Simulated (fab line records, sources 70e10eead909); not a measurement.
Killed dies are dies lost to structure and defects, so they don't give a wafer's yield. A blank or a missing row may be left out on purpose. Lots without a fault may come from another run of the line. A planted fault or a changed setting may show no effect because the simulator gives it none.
One fault seen from 3 desks | flow nand_harc | each desk has only its own numbers; what lay behind them comes last

THE METROLOGY DESK
What the gauges read, lot by lot, whatever tool the lot ran on: means of the sampled wafers that have a number. A lot is out of limits, marked OUT, if its mean lies more than 4 standard deviations from the usual mean; the brackets give that distance.
Columns: A = cd_nm at NHARC_THIN_TSV_CD_MEAS_12, usual 1000.5 nm
lot  | first seen here | A
L575 | day 23 14:21    | 1002.1
L578 | day 24 07:37    | 998.0
L576 | day 24 08:55    | 1003.4
L577 | day 24 10:07    | 1001.8
L580 | day 25 07:26    | 999.7
L581 | day 26 06:13    | 1001.9
L582 | day 26 22:34    | 1000.7
L584 | day 27 12:16    | 1002.5
L583 | day 28 02:25    | 999.5
L598 | day 33 11:18    | 1001.4
L597 | day 34 03:35    | 998.7
This desk's finding: nothing out of limits on any of the 11 lots.

THE TOOL OWNER'S DESK: pecvd-01
The tool's own readings at NHARC_A_CONTACT_DEP_58 (deposits SiON, target thk 90 nm): means of the sampled wafers that have a number, for each lot that ran on this tool. A lot is out of limits, marked OUT, if its mean lies more than 4 standard deviations from the usual mean; the brackets give that distance.
Columns: A = heater_power_outer_w at NHARC_A_CONTACT_DEP_58, usual 489 W; B = heater_power_w at NHARC_A_CONTACT_DEP_58, usual 788 W; C = susceptor_temp_C at NHARC_A_CONTACT_DEP_58, usual 400.01 C
lot  | first seen here | A   | B   | C
L577 | day 22 09:02    | 563 | 898 | 399.81
L578 | day 22 11:37    | 560 | 855 | 400.04
L580 | day 23 10:43    | 470 | 794 | 400.25
L581 | day 24 10:28    | 547 | 870 | 399.99
L584 | day 25 15:35    | 526 | 858 | 399.99
L587 | day 27 11:01    | 523 | 829 | 399.79
L592 | day 28 05:17    | 552 | 881 | 400.35
L591 | day 28 12:21    | 586 | 894 | 400.20
L598 | day 31 11:17    | 554 | 897 | 400.17
This desk's finding: nothing out of limits on any of the 9 lots.

THE DEFECT DESK
What the inspections along the route counted, lot by lot: means of the sampled wafers that have a number. A lot is out of limits, marked OUT, if its mean lies more than 4 standard deviations from the usual mean; the brackets give that distance.
Columns: A = raw_defect_count at NHARC_HYBRID_BOND_INSPECT_06, usual 95
lot  | first seen here | A
L575 | day 23 10:36    | 110
L576 | day 24 05:00    | 156
L578 | day 24 05:00    | 79
L577 | day 24 05:01    | 57
L580 | day 25 04:37    | 124
L581 | day 26 03:38    | 108
L582 | day 26 19:53    | 74
L584 | day 27 09:35    | 83
L583 | day 27 22:32    | 79
L598 | day 33 08:38    | 76
L597 | day 34 00:53    | 104
This desk's finding: nothing out of limits on any of the 11 lots.

PUT TOGETHER
The metrology desk saw nothing out of limits.
The tool owner's desk saw nothing out of limits.
The defect desk saw nothing out of limits.

WHAT THE SIMULATOR HAD PUT IN
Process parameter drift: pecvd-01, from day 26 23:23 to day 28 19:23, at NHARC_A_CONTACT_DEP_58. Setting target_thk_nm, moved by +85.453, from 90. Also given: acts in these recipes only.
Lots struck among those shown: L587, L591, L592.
